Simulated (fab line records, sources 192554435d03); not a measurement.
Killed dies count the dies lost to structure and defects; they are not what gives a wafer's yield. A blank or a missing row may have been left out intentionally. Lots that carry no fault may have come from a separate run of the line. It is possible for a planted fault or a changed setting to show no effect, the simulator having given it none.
fab line records	flow n5_finfet
[record] lots = 6	wafers = 18	last_day = 19
route steps=1938 shown BEOL_M11@1577 BEOL_M15@1830 PASSIVATION@1936
lots with no fault: from the same line, run without faults
start_h: hours from the record's first day to the start of the lot's first wafer shown	wait_h: hours elapsed since this lot's preceding step	" as in the row above	L1.1+2: one row covering several wafers at once	- value missing, or start not given	* or withheld: withheld	< > ~ a bound
route shown NAME@n: NAME is a module with steps in the file, n the number in the route of the first one	usual: average and standard deviation across the fault-free wafers	same: alike in all rows	chamber/n: place in a boat	sites: the reading at each site	_std_site: standard deviation of those values	_edge_site: the outer-site mean with the inner-site mean subtracted	radius_mm: how far each site lies from the wafer's centre	mask NAME#n: copy n	behind: the most recent tool/chamber to have shaped the wafer	hold: why the lot was held/for how many hours/how that ended	device: names the non-switching transistor (n, p or np)	end of line: the route-end tests of the same wafers	where a step has no rows: the recipe by itself	killed: dies lost to structure and defects at the first sort, not the wafer's yield	map: a wafer's dies, marking killed ones x, the rest . and places with no die _
set.NAME: the setting that was run; set.NAME@STEP: the one run at that earlier step	model.NAME: the simulator's own value behind a step, which no gauge read
steps of the route over a sample of lots; a table a step, a row a wafer
services: the hour from which a tool's chamber was out of use, counted from the record's first day as start_h (under 0 if before that day), plus the number of hours and why
[[steps]]
[step N5_BEOL_M11_STRIP_36]
[recipe] chemistry = N2/H2	power_w = 450	temp_c = 40	pressure_mtorr = 20	rf_frequency_hz = 6e+07	overash_fraction = 0.3	bias_power_w = 7	h2_frac = 0.5	n2_flow_sccm = 200	h2_flow_sccm = 200
[usual] drypump_motor_current_A = 5.5/0.45	oes_product_au = 0.79/0.094	rf_vpp_V = 59.2/1.9	showerhead_plenum_p_Torr = 2.60/0.064	throttle_valve_pct = 23.64/0.28
lot.wafer	tool	chamber	start_h	wait_h	drypump_motor_current_A	oes_product_au	rf_hours_counter_h	rf_vpp_V	showerhead_plenum_p_Torr	throttle_valve_pct
L824.1	rie_diel-02	0	263.59	0.0	5.0	0.66	221	63.3	2.62	23.78
L824.5	"	1	"	"	5.0	0.73	-	57.6	2.64	23.46
L824.6	"	0	"	"	5.1	0.68	-	57.1	2.62	23.80
L825.2	rie_diel-02	2	287.15	0.0	4.9	0.81	105	55.8	2.67	24.46
L825.3	"	1	"	"	5.0	0.73	181	59.4	2.64	23.49
L825.5	"	0	"	"	5.0	0.66	-	56.5	2.62	23.76
L831.2	rie_diel-02	1	295.91	0.0	5.1	0.73	184	58.4	2.63	23.50
L831.4	"	3	"	"	5.5	0.79	-	60.0	2.67	23.35
L831.5	"	1	"	"	5.1	0.74	-	61.8	2.63	23.48
L843.2	rie_diel-02	0	397.70	0.0	5.1	0.95	4	59.5	2.61	23.48
L843.3	"	1	"	"	5.1	0.70	216	56.4	2.62	23.56
L843.5	"	2	"	"	4.8	0.77	-	61.5	2.66	24.49
L840.2	rie_diel-02	3	410.06	0.0	5.5	0.75	143	57.6	2.65	23.36
L840.4	"	1	"	"	5.1	0.71	221	60.9	2.62	23.55
L840.6	"	2	"	"	4.8	0.78	-	58.1	2.66	24.43
L844.1	rie_diel-04	2	414.04	0.0	5.5	0.93	6	61.6	2.49	23.48
L844.4	"	3	"	"	5.6	0.70	210	59.3	2.51	23.61
L844.5	"	2	"	"	5.5	0.94	-	59.6	2.49	23.49
[step N5_BEOL_M11_TRENCH_ETCH_37]
[recipe] chemistry = C4F6/O2	target_depth_a = 1488.3	target = SiCOH_lowk	time_s = 48	ion_energy_ev = 250	pressure_mtorr = 30	source_w = 345	bias_w = 185	Ar_flow_sccm = 300	C4F6_flow_sccm = 10	O2_flow_sccm = 10
[usual] drypump_motor_current_A = 5.5/0.45	oes_product_au = 0.79/0.093	rf_vpp_V = 668/6.2	showerhead_plenum_p_Torr = 2.91/0.068	throttle_valve_pct = 20.90/0.19
[same] time_s = 48
lot.wafer	tool	chamber	start_h	wait_h	drypump_motor_current_A	oes_product_au	rf_hours_counter_h	rf_vpp_V	showerhead_plenum_p_Torr	throttle_valve_pct
L824.1	rie_diel-02	0	263.63	-	5.0	0.67	221	672	2.92	21.08
L824.5	"	1	"	"	5.1	0.73	-	661	2.96	20.76
L824.6	"	0	"	"	5.0	0.68	-	673	2.92	21.06
L825.2	rie_diel-02	2	287.19	-	4.8	0.81	105	666	2.98	21.43
L825.3	"	1	"	"	5.0	0.72	181	661	2.96	20.77
L825.5	"	0	"	"	5.0	0.66	-	672	2.92	21.07
L831.2	rie_diel-02	1	295.95	-	5.0	0.70	184	661	2.96	20.78
L831.4	"	3	"	"	5.5	0.78	-	669	2.98	20.70
L831.5	"	1	"	"	5.0	0.70	-	660	2.96	20.77
L843.2	rie_diel-02	0	397.74	-	5.1	0.96	5	672	2.91	20.72
L843.3	"	1	"	"	5.1	0.71	216	661	2.94	20.83
L843.5	"	2	"	"	4.8	0.78	-	664	2.97	21.44
L840.2	rie_diel-02	3	410.10	-	5.5	0.76	143	669	2.96	20.76
L840.4	"	1	"	"	5.0	0.70	221	661	2.94	20.83
L840.6	"	2	"	"	4.8	0.77	-	665	2.97	21.48
L844.1	rie_diel-04	2	414.08	-	5.5	0.93	6	668	2.80	20.77
L844.4	"	3	"	"	5.6	0.71	210	659	2.82	20.87
L844.5	"	2	"	"	5.5	0.93	-	667	2.80	20.77
[step N5_BEOL_M11_ETCH_41]
[recipe] chemistry = CH3F/O2	target = SiCN	target_depth_a = 426	taper_deg = 2	time_s = 86	ion_energy_ev = 120	mask_material = TiN	pressure_mtorr = 30	source_w = 395	bias_w = 75	Ar_flow_sccm = 150	CH3F_flow_sccm = 30	O2_flow_sccm = 20
[usual] drypump_motor_current_A = 5.5/0.45	oes_product_au = 0.79/0.093	rf_vpp_V = 298.3/1.3	showerhead_plenum_p_Torr = 2.05/0.049	throttle_valve_pct = 16.29/0.19
[same] time_s = 86
lot.wafer	tool	chamber	start_h	wait_h	drypump_motor_current_A	oes_product_au	rf_hours_counter_h	rf_vpp_V	showerhead_plenum_p_Torr	throttle_valve_pct
L824.1	rie_diel-02	0	-	-	5.1	0.68	221	298.6	2.06	16.52
L824.5	"	1	"	"	5.0	0.73	-	299.1	2.08	16.19
L824.6	"	0	"	"	5.0	0.68	-	298.7	2.06	16.50
L825.2	rie_diel-02	2	-	-	4.8	0.80	105	298.7	2.10	16.74
L825.3	"	1	"	"	5.0	0.73	181	299.2	2.08	16.19
L825.5	"	0	"	"	5.1	0.67	-	298.0	2.05	16.52
L831.2	rie_diel-02	1	-	-	5.1	0.72	184	298.5	2.08	16.21
L831.4	"	3	"	"	5.5	0.79	-	299.7	2.10	16.12
L831.5	"	1	"	"	5.1	0.73	-	299.1	2.08	16.20
L843.2	rie_diel-02	0	-	-	5.0	0.95	5	296.4	2.04	16.07
L843.3	"	1	"	"	5.1	0.70	217	298.2	2.07	16.26
L843.5	"	2	"	"	4.8	0.78	-	299.8	2.09	16.78
L840.2	rie_diel-02	3	-	-	5.5	0.75	143	300.0	2.08	16.17
L840.4	"	1	"	"	5.1	0.70	221	300.7	2.07	16.27
L840.6	"	2	"	"	4.8	0.77	-	299.7	2.09	16.79
L844.1	rie_diel-04	2	-	-	5.5	0.94	6	297.5	1.96	16.08
L844.4	"	3	"	"	5.6	0.70	210	296.3	1.98	16.33
L844.5	"	2	"	"	5.5	0.93	-	295.7	1.96	16.10
[step N5_BEOL_M11_OCD_MEAS_38]
[usual] trench_depth_nm = 147.8/1.6
lot.wafer	tool	chamber	start_h	wait_h	trench_depth_nm
L824.1	ocd-02	-	263.81	-	146.4
L824.5	"	-	"	"	147.3
L824.6	"	-	"	"	145.8
L825.2	ocd-02	-	287.37	-	148.3
L825.3	"	-	"	"	146.7
L825.5	"	-	"	"	144.3
L831.2	ocd-01	-	296.13	-	138.9
L831.4	"	-	"	"	148.7
L831.5	"	-	"	"	138.4
L843.2	ocd-01	-	397.92	-	149.4
L843.3	"	-	"	"	147.4
L843.5	"	-	"	"	147.3
L840.2	ocd-02	-	410.28	-	147.5
L840.4	"	-	"	"	147.7
L840.6	"	-	"	"	148.3
L844.1	ocd-02	-	414.26	-	145.5
L844.4	"	-	"	"	147.7
L844.5	"	-	"	"	146.8
[step N5_BEOL_M11_PRE_CLEAN_45]
[recipe] gas = H2/He	time_s = 30	temp_c = 250
[usual] heater_power_w = 313/35	susceptor_temp_C = 250.01/0.19
[same] time_s = 30
lot.wafer	tool	chamber	start_h	wait_h	heater_power_w	susceptor_temp_C
L824.1	pvd_sputter-02	-	265.59	0.0	283	250.08
L824.5	"	-	"	"	340	249.98
L824.6	"	-	"	"	312	249.79
L825.2	pvd_sputter-01	-	290.10	0.0	291	249.79
L825.3	"	-	"	"	343	250.08
L825.5	"	-	"	"	363	250.04
L831.2	pvd_sputter-01	-	296.96	0.0	299	249.93
L831.4	"	-	"	"	296	250.14
L831.5	"	-	"	"	357	250.34
L843.2	pvd_sputter-02	-	398.71	0.0	356	249.82
L843.3	"	-	"	"	318	250.08
L843.5	"	-	"	"	282	249.85
L840.2	pvd_sputter-01	-	410.91	0.0	359	249.99
L840.4	"	-	"	"	308	249.83
L840.6	"	-	"	"	289	249.92
L844.1	pvd_sputter-01	-	416.01	0.0	304	250.39
L844.4	"	-	"	"	284	249.68
L844.5	"	-	"	"	356	250.01
[step N5_BEOL_M11_THK_MEAS_53]
[recipe] thk_meas_gauge = xrf	reads = Cu_of_BEOL_M11_ECD_50
[usual] M11_THK = 139.4/2.1
lot.wafer	tool	chamber	start_h	wait_h	M11_THK[nm]
L824.1	film_metro-01	-	267.30	-	139.9
L824.5	"	-	"	"	141.5
L824.6	"	-	"	"	138.6
L825.2	film_metro-02	-	291.68	-	140.6
L825.3	"	-	"	"	139.6
L825.5	"	-	"	"	137.7
L831.2	film_metro-01	-	298.48	0.2	128.3
L831.4	"	-	"	"	138.9
L831.5	"	-	"	"	129.6
L843.2	film_metro-02	-	400.19	-	140.5
L843.3	"	-	"	"	138.4
L843.5	"	-	"	"	138.2
L840.2	film_metro-01	-	413.97	-	140.5
L840.4	"	-	"	"	139.5
L840.6	"	-	"	"	142.1
L844.1	film_metro-01	-	417.56	-	137.5
L844.4	"	-	"	"	138.3
L844.5	"	-	"	"	138.1
[step N5_BEOL_M11_RS_MEAS_57]
[recipe] thk_meas_gauge = four-point-probe	reads = Cu_of_BEOL_M11_ECD_50+Co_of_BEOL_M11_CVD_75+TaN_of_BEOL_M11_ALD_74
[usual] M11_RS = 0.1522/0.0021
lot.wafer	tool	chamber	start_h	wait_h	M11_RS[ohm/sq]
L824.1	film_metro-02	-	267.43	0.0	0.1530
L824.5	"	-	"	"	0.1515
L824.6	"	-	"	"	0.1543
L825.2	film_metro-02	-	291.81	0.0	0.1515
L825.3	"	-	"	"	0.1523
L825.5	"	-	"	"	0.1547
L831.2	film_metro-02	-	298.61	0.0	0.1657
L831.4	"	-	"	"	0.1514
L831.5	"	-	"	"	0.1641
L843.2	film_metro-02	-	400.31	0.0	0.1501
L843.3	"	-	"	"	0.1529
L843.5	"	-	"	"	0.1524
L840.2	film_metro-01	-	414.10	0.0	0.1520
L840.4	"	-	"	"	0.1525
L840.6	"	-	"	"	0.1498
L844.1	film_metro-01	-	417.69	0.0	0.1545
L844.4	"	-	"	"	0.1529
L844.5	"	-	"	"	0.1528
[step N5_BEOL_M15_RC_MEAS_101]
[usual] COMB_M10 = 1.5e-11/3.2e-12	COMB_M11 = 1.5e-11/3.2e-12	COMB_M12 = 6.9e-12/1.6e-12	COMB_M13 = 5.4e-12/1e-12	COMB_M14 = 4e-12/8.6e-13	COMB_M15 = 3e-12/8.8e-13	COMB_M5 = 3.7e-11/7.6e-12	COMB_M6 = 2.6e-11/5.1e-12	COMB_M7 = 2.5e-11/5e-12	COMB_M7_max_site = 3.6e-11/7.9e-12	COMB_M8 = 2.6e-11/4.8e-12	COMB_M9 = 1.44e-11/2.5e-12	SERP_M10 = 3.11/0.06	SERP_M11 = 3.08/0.052	SERP_M11_max_site = 3.17/0.062	SERP_M12 = 0.643/0.014	SERP_M13 = 0.312/0.0045	SERP_M14 = 0.163/0.0031	SERP_M5 = 39.4/1.3	SERP_M6 = 13.9/0.43	SERP_M7 = 14.1/0.42	SERP_M7_max_site = 14.7/0.44	SERP_M8 = 13.9/0.45	SERP_M9 = 3.09/0.068
lot.wafer	tool	chamber	start_h	wait_h	COMB_M10[S/m]	COMB_M11[S/m]	COMB_M12[S/m]	COMB_M13[S/m]	COMB_M14[S/m]	COMB_M15[S/m]	COMB_M5[S/m]	COMB_M6[S/m]	COMB_M7[S/m]	COMB_M7_max_site[S/m]	COMB_M8[S/m]	COMB_M9[S/m]	SERP_M10[ohm/um]	SERP_M11[ohm/um]	SERP_M11_max_site[ohm/um]	SERP_M12[ohm/um]	SERP_M13[ohm/um]	SERP_M14[ohm/um]	SERP_M5[ohm/um]	SERP_M6[ohm/um]	SERP_M7[ohm/um]	SERP_M7_max_site[ohm/um]	SERP_M8[ohm/um]	SERP_M9[ohm/um]
L824.1	prober-02	0	297.99	0.0	1.9e-11	1.4e-11	6.8e-12	5.5e-12	5.4e-12	3.4e-12	2.4e-11	2e-11	2.7e-11	4.1e-11	2.2e-11	1.44e-11	3.04	3.08	3.19	0.625	0.307	0.168	41.5	14.1	14.5	15.4	14.0	3.09
L824.5	"	0	"	"	1.3e-11	1.6e-11	5.1e-12	5.6e-12	3.8e-12	3.5e-12	2.5e-11	2.5e-11	3e-11	5.2e-11	2.8e-11	1.15e-11	3.07	3.05	3.10	0.631	0.314	0.167	39.9	13.6	13.7	14.4	14.2	3.28
L824.6	"	0	"	"	1.9e-11	1.5e-11	5.2e-12	6.7e-12	4.8e-12	3.3e-12	3.1e-11	3.1e-11	2.6e-11	3.2e-11	2.8e-11	1.28e-11	3.06	3.13	3.22	0.632	0.313	0.160	40.4	13.3	13.7	14.7	14.1	3.17
L831.2	prober-02	0	325.14	0.2	1.6e-11	1.5e-11	7.8e-12	5.8e-12	4.1e-12	2.8e-12	3.2e-11	2e-11	1.8e-11	2e-11	2.5e-11	1.39e-11	3.11	3.42	3.47	0.634	0.317	0.166	40.1	13.9	13.8	14.4	13.3	3.08
L831.4	"	0	"	"	1.6e-11	1.9e-11	6.7e-12	4.4e-12	4e-12	2.9e-12	2.8e-11	1.9e-11	1.9e-11	3.4e-11	3.7e-11	1.14e-11	3.13	3.09	3.19	0.653	0.309	0.162	37.8	13.6	14.2	14.4	13.6	3.15
L831.5	"	0	"	"	1.3e-11	2.4e-11	7.7e-12	5.6e-12	4.4e-12	2.9e-12	2.7e-11	2.6e-11	2.1e-11	3.3e-11	2.8e-11	1.54e-11	3.19	3.34	3.44	0.637	0.314	0.169	40.8	13.9	14.0	14.8	13.5	3.18
L825.2	prober-01	0	326.18	0.2	1.2e-11	1e-11	8.1e-12	6.2e-12	2.3e-12	1.8e-12	3.8e-11	2.5e-11	2.6e-11	3.2e-11	3.6e-11	1.35e-11	3.01	3.10	3.15	0.640	0.309	0.155	36.9	13.8	14.3	14.6	15.2	3.04
L825.3	"	0	"	"	1.8e-11	1.7e-11	6.9e-12	5.2e-12	3e-12	2.3e-12	3.3e-11	3.8e-11	3.1e-11	4.3e-11	1.7e-11	1.75e-11	3.04	3.05	3.14	0.631	0.310	0.159	39.5	13.5	13.8	14.9	14.4	3.10
L825.5	"	0	"	"	1.4e-11	1.7e-11	5.8e-12	5e-12	2.7e-12	2.2e-12	3.7e-11	2.8e-11	2.1e-11	3.5e-11	2.9e-11	1.14e-11	3.02	3.13	3.15	0.625	0.316	0.155	38.1	13.7	14.3	14.9	14.1	3.16
L843.2	prober-02	0	425.60	0.2	1.4e-11	1.5e-11	5.6e-12	5.1e-12	4.7e-12	3.3e-12	3.8e-11	3.3e-11	2.7e-11	3.7e-11	3.3e-11	1.33e-11	3.07	3.05	3.17	0.654	0.309	0.164	40.7	13.3	14.4	15.0	13.9	2.97
L843.3	"	0	"	"	1.4e-11	1.6e-11	9.6e-12	6.3e-12	3.9e-12	3.3e-12	4.6e-11	3.3e-11	3.6e-11	6e-11	2.7e-11	1.71e-11	3.21	3.08	3.21	0.651	0.316	0.163	39.4	13.8	14.3	14.6	13.6	3.07
L843.5	"	0	"	"	1.2e-11	1.3e-11	9.8e-12	6.3e-12	4.8e-12	2.5e-12	3.2e-11	3e-11	3.3e-11	3.8e-11	2.6e-11	1.48e-11	3.10	3.16	3.22	0.643	0.318	0.164	38.0	13.2	14.9	15.6	13.5	3.06
L840.2	prober-02	0	441.17	0.2	2.3e-11	1.5e-11	4.9e-12	6.2e-12	4.7e-12	2.6e-12	4.4e-11	2.7e-11	2.8e-11	3.8e-11	2.8e-11	1.61e-11	3.19	3.07	3.15	0.642	0.315	0.167	40.3	14.0	13.6	14.3	13.2	3.01
L840.4	"	0	"	"	2.2e-11	1.6e-11	6.3e-12	6.5e-12	3.7e-12	2.9e-12	3.5e-11	2.4e-11	2e-11	3.1e-11	1.7e-11	1.33e-11	3.17	3.07	3.14	0.645	0.316	0.164	37.3	13.5	13.7	14.9	13.4	3.17
L840.6	"	0	"	"	1.4e-11	1.4e-11	7.8e-12	6.6e-12	4.8e-12	3.1e-12	3.4e-11	2.5e-11	2.3e-11	3.2e-11	3.2e-11	1.81e-11	3.12	2.97	3.07	0.642	0.316	0.165	39.2	13.4	14.1	14.4	13.3	3.13
L844.1	prober-01	0	451.49	0.0	2.1e-11	1.8e-11	8.1e-12	6.2e-12	3.2e-12	2e-12	2.7e-11	1.9e-11	3.1e-11	3.7e-11	2.3e-11	1.45e-11	3.14	3.13	3.27	0.661	0.309	0.163	41.0	13.5	14.2	14.5	13.8	3.16
L844.4	"	0	"	"	1.8e-11	1.1e-11	4.8e-12	4.6e-12	2.7e-12	2e-12	2.9e-11	2e-11	1.8e-11	2.2e-11	2.1e-11	1.46e-11	3.08	3.14	3.29	0.635	0.314	0.163	38.9	14.1	14.2	14.4	13.4	3.05
L844.5	"	0	"	"	1.7e-11	1.2e-11	5.4e-12	4.3e-12	2.7e-12	1.9e-12	3.4e-11	2e-11	2.7e-11	3.7e-11	2.7e-11	1.33e-11	3.19	3.11	3.19	0.642	0.303	0.163	38.1	13.9	14.3	15.2	13.5	3.03
// sites SERP_M11 radius_mm=0,75,75,75,75,140,140,140,140
L824.1 2.92 3.05 2.99 3.08 3.02 3.17 3.17 3.19 3.11
L831.2 3.36 3.38 3.40 3.45 3.44 3.42 3.47 3.42 3.44
L825.2 3.10 3.15 3.10 3.11 3.13 3.04 2.98 3.05 3.01
L843.2 3.01 3.05 3.04 3.03 3.05 3.13 3.12 3.10 3.17
L840.2 3.15 3.08 3.07 3.07 3.09 2.93 3.02 2.95 3.01
L844.1 3.21 3.13 3.27 3.18 3.20 2.99 3.08 3.12 3.03
[step N5_PASSIVATION_PROBE_49]
[usual] defect_limited_yield = 90.9/1.3	killed_at_M0_to_M3 = 36/11	killed_at_M4_up = 13/5.1	killed_at_contacts = 14/4.9	killed_at_front_end = 41/10	killed_at_other = 3.4/2.6	killed_dies = 107/16	killed_open = 70/11	killed_short = 36/7.8	sort_bin_5_function = 5.4/0.84	sort_bin_6_memory = 3.4/0.67	sort_bin_8_speed = 0.00/0.0099	sort_n_pass = 1073/16	sort_yield_pct = 90.9/1.3
[same] gross_dies = 1180	killed_at_back_side = 0	sort_bin_4_leakage[%] = 0
lot.wafer	tool	chamber	start_h	wait_h	defect_limited_yield[%]	killed_at_M0_to_M3	killed_at_M4_up	killed_at_contacts	killed_at_front_end	killed_at_other	killed_dies	killed_open	killed_short	sort_bin_5_function[%]	sort_bin_6_memory[%]	sort_bin_8_speed[%]	sort_n_pass	sort_yield_pct[%]
L843.2	prober-01	-	438.66	0.1	89.3	35	25	14	46	6	126	75	47	5.8	4.5	0	1054	89.3
L843.3	prober-01	-	438.71	0.1	88.6	49	27	20	34	5	135	83	50	6.6	4.4	0	1045	88.6
L843.5	prober-01	-	438.81	0.2	91.4	17	17	14	49	4	101	69	31	4.7	3.5	0	1079	91.4
L844.1	prober-02	-	465.10	0.2	91.6	45	10	8	35	1	99	63	34	4.9	3.4	0	1081	91.6
L844.4	prober-02	-	465.25	0.3	91.9	41	5	9	37	3	95	57	38	4.9	2.9	0	1085	91.9
L844.5	prober-02	-	465.30	0.4	90.1	60	7	21	29	0	117	86	31	6.7	2.8	0	1063	90.1
// killed by level:class
L843.2 FIN_SAQP:geometric_particle:short=11 MOL_CONTACT_COAG:geometric_particle:open=11 BEOL_M0_SAQP:geometric_particle:open=8 STI_FIN_REVEAL:geometric_particle:open=7 BEOL_M3:geometric_particle:open=7 BEOL_M4:geometric_particle:open=7 DUMMY_GATE:geometric_particle:open=6 FIN_SAQP:geometric_particle:open=5
L843.3 MOL_CONTACT_COAG:geometric_particle:open=13 BEOL_M0_SAQP:geometric_particle:short=12 BEOL_M4:geometric_particle:open=11 BEOL_M1:geometric_particle:open=10 BEOL_M2:geometric_particle:open=8 MOL_CONTACT_COAG:geometric_particle:short=7 BEOL_M3:geometric_particle:open=7 FIN_SAQP:geometric_particle:short=6
L843.5 STI_FIN_REVEAL:geometric_particle:open=20 GATE_CUT:geometric_particle:short=11 MOL_CONTACT_COAG:geometric_particle:open=11 BEOL_M5:geometric_particle:open=6 BEOL_M0_SAQP:geometric_particle:short=5 BEOL_M4:geometric_particle:open=5 GATE_CUT:geometric_particle:open=4 BEOL_M0_SAQP:geometric_particle:open=4
L844.1 BEOL_M0_SAQP:geometric_particle:open=11 GATE_CUT:geometric_particle:short=10 BEOL_M2:geometric_particle:open=9 BEOL_M3:geometric_particle:open=8 BEOL_M0_SAQP:geometric_particle:short=6 STI_FIN_REVEAL:geometric_particle:open=5 MOL_CONTACT_COAG:geometric_particle:open=5 BEOL_M1:geometric_particle:open=5
L844.4 BEOL_M3:geometric_particle:open=12 FIN_SAQP:geometric_particle:short=8 BEOL_M0_SAQP:geometric_particle:open=8 BEOL_M0_SAQP:geometric_particle:short=8 GATE_CUT:geometric_particle:short=7 MOL_CONTACT_COAG:geometric_particle:open=7 STI_FIN_REVEAL:geometric_particle:open=6 FIN_SAQP:geometric_particle:open=4
L844.5 BEOL_M1:geometric_particle:open=17 MOL_CONTACT_COAG:geometric_particle:open=15 BEOL_M3:geometric_particle:open=15 BEOL_M0_SAQP:geometric_particle:open=10 GATE_CUT:geometric_particle:short=9 BEOL_M2:geometric_particle:open=8 GATE_CUT:geometric_particle:open=6 MOL_CONTACT_COAG:geometric_particle:short=6
[[services]]
tool	chamber	start_h	hours	kind
rie_diel-02	-	249.18	0.2	repair
rie_diel-02	2	294.86	20.4	repair
rie_diel-02	3	351.99	7.2	repair
rie_diel-02	0	359.19	-	clean
rie_diel-02	0	359.19	-	consumable_replace:focus_ring
rie_diel-02	0	359.19	22.7	scheduled_down
rie_diel-02	0	359.19	22.7	vent_cycle
rie_diel-04	2	369.75	-	clean
rie_diel-04	2	369.75	-	consumable_replace:focus_ring
rie_diel-04	2	369.75	20.7	scheduled_down
rie_diel-04	2	369.75	20.7	vent_cycle
rie_diel-04	2	404.85	1.6	repair
rie_diel-02	2	407.57	1.4	repair
[[key]]
[first_sign] step = N5_BEOL_M11_OCD_MEAS_38	reading = trench_depth_nm	direction = down	sigmas = 5.6	usual = 147.8	struck = 138.7
[effect] step = N5_BEOL_M11_THK_MEAS_53	reading = M11_THK	direction = down	sigmas = 4.9	usual = 139.4	struck = 129.0
[effect] step = N5_BEOL_M11_RS_MEAS_57	reading = M11_RS	direction = up	sigmas = 6.1	usual = 0.1522	struck = 0.1649
[effect] step = N5_BEOL_M15_RC_MEAS_101	reading = SERP_M11	direction = up	sigmas = 5.7	usual = 3.08	struck = 3.38
met_at N5_BEOL_M11_TRENCH_ETCH_37
struck_lots L831
struck_wafers L831.2,L831.5
not_acting_at N5_BEOL_M11_STRIP_36,N5_BEOL_M11_ETCH_41,N5_BEOL_M11_PRE_CLEAN_45
onset_between 287.19 295.95
[fault] kind = process_parameter_drift	tool = rie_diel-02	chamber = 1	onset_h = 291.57	steps = N5_BEOL_M11_TRENCH_ETCH_37	channel = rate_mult	offset = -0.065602	shape = step	end_h = 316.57
